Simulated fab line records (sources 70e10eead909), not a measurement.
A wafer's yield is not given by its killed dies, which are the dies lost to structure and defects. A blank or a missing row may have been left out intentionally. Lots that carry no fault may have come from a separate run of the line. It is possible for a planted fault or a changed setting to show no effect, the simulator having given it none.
Matching of chambers	flow nand-harc	4 sister chambers for NHARC_A_BONDPAD_CMP_19 on cmp-01
The step polishes, t overpolish 30 s, cu recess touch 16 s, target thk 169.8 nm. 4 wafers are shown with their chamber, then 7 later ones without.

## WAFERS PAIRED WITH THEIR CHAMBERS
wafer	chamber	motor-current-A (A)
L493.1	1	11.3
L493.4	3	14.4
L498.1	2	12.1
L498.3	0	11.9

## WAFERS WITHOUT THEIR CHAMBER
wafer	motor-current-A (A)
L498.4	11.1
L499.1	14.8
L499.3	12.1
L499.4	12.5
L500.2	11.3
L500.4	11.3
L500.6	11.9

## WHICH CHAMBER EACH ONE RAN IN
wafer	from the rows above	in truth
L498.4	1	1
L499.1	3	3
L499.3	can't be placed: 2 or 0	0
L499.4	can't be placed: 2 or 0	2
L500.2	1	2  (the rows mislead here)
L500.4	1	1
L500.6	can't be placed: 0 or 2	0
3 of 7 placed correctly. Not placeable from these rows: 3 (in 3, the candidates include the true chamber). Number placed wrongly: 1.
How it was worked out, from the rows above alone: a wafer's distance from a chamber is the root of the sum, over the readings, of the square of ((its reading less the chamber's mean) divided by the reading's scatter). If the next closest chamber is less than 2 further off than the closest, the wafer can't be placed; otherwise it belongs to the closest. A chamber's mean is the mean of its shown wafers. The scatter (one wafer shown for each chamber): square how far every hidden wafer sits from the nearest shown wafer, average those squares and take the square root.
